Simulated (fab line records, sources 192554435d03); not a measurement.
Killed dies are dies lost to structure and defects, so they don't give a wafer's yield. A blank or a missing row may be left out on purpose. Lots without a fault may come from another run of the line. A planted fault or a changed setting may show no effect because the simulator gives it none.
Split-lot experiment | flow n5_finfet | 7 lots, 21 wafers read, on a route of 1938 steps

THE SPLIT
At N5_DUMMY_GATE_EXPOSE_12 (exposes mask GATE, target cd 25 nm), the setting dose_mj was moved away from the recipe's 34 on 5 of the 21 wafers read, by +2.6% to +5.5%. The other wafers ran this setting at the recipe's value.

FROM THE SPLIT TO THE READING: what the file shows between them, 2 steps
- N5_DUMMY_GATE_PEB_13: peb time 60 s
- N5_DUMMY_GATE_DEVELOP_14: develop time 30 s

THE READING
cd_nm, in nm, at N5_DUMMY_GATE_CD_MEAS_15 (target cd 25.8 nm). Fault-free wafers of this fab line usually give 25.01 nm, standard deviation 0.21 nm.

wafer  | tool, chamber at the split | dose_mj as run | against the recipe | cd_nm, nm | against lot-mates on the recipe
L076.3 | euv_scanner-02, 0          | 34             | recipe             | 25.03     | -
L076.4 | euv_scanner-02, 0          | 34             | recipe             | 24.53     | -
L076.5 | euv_scanner-02, 0          | 34             | recipe             | 25.00     | -
L077.1 | euv_scanner-01, 0          | 34             | recipe             | 24.76     | -
L077.3 | euv_scanner-01, 0          | 34             | recipe             | 25.18     | -
L077.4 | euv_scanner-01, 0          | 34             | recipe             | 25.18     | -
L078.1 | euv_scanner-02, 0          | 34.88          | +2.6%              | 24.38     | -0.54
L078.4 | euv_scanner-02, 0          | 34             | recipe             | 24.83     | -
L078.6 | euv_scanner-02, 0          | 34             | recipe             | 25.02     | -
L079.1 | euv_scanner-02, 0          | 34             | recipe             | 24.59     | -
L079.2 | euv_scanner-02, 0          | 34             | recipe             | 24.88     | -
L079.3 | euv_scanner-02, 0          | 35.15          | +3.4%              | 23.91     | -0.82
L083.3 | euv_scanner-02, 0          | 34             | recipe             | 24.84     | -
L083.5 | euv_scanner-02, 0          | 34             | recipe             | 25.08     | -
L083.6 | euv_scanner-02, 0          | 34             | recipe             | 25.00     | -
L085.1 | euv_scanner-01, 0          | 35.84          | +5.4%              | 23.92     | -0.80
L085.3 | euv_scanner-01, 0          | 34             | recipe             | 24.72     | -
L085.4 | euv_scanner-01, 0          | 35.84          | +5.4%              | 23.91     | -0.81
L092.2 | euv_scanner-02, 0          | 34             | recipe             | 25.10     | -
L092.4 | euv_scanner-02, 0          | 35.88          | +5.5%              | 23.87     | -1.11
L092.5 | euv_scanner-02, 0          | 34             | recipe             | 24.85     | -

THE FIT
A straight line over all 21 wafers: cd_nm changes by -0.197 nm for each +1% of dose_mj; r = -0.91; the points scatter about the line by 0.19 nm.
The same after taking each lot's own level away (the mean of its wafers on the recipe; 21 wafers): -0.176 nm for each +1%; r = -0.91; scatter 0.16 nm.
On that fit, the largest move of dose_mj shifts the reading by 0.97 nm.
The lots' own levels span 24.720 to 25.040 nm, that is 1.5 times the standard deviation above.
So the lot-to-lot level changes the slope: the two fits differ.
Check: with one of the wafers moved furthest among these (+5.5%) left out of the fit, the line predicts -0.929 nm for it against its lot-mates. It came out at -1.11 nm against them.

OTHER SPLITS ON THESE WAFERS
These wafers also went through other splits before the reading. Each is held against what the fit with the lots' levels taken away leaves over:
other split on the same wafers            | wafers away from the commonest value | r with cd_nm (lot level and that fit taken away)
N5_WELL_APT_COAT_02 spin_rpm              | 7                                    | -0.06
N5_PMOS_HMC_CHANNEL_EPI_EXPOSE_06 dose_mj | 6                                    | +0.20
N5_PMOS_HMC_CHANNEL_EPI_DESCUM_14 time_s  | 6                                    | -0.06
N5_FIN_SAQP_EXPOSE_13 dose_mj             | 11                                   | -0.22
N5_FIN_SAQP_DEVELOP_15 develop_time_s     | 7                                    | -0.13

THE FILE'S OWN FIT
cd_nm changes by -0.188 nm for each +1% of dose_mj, r = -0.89.
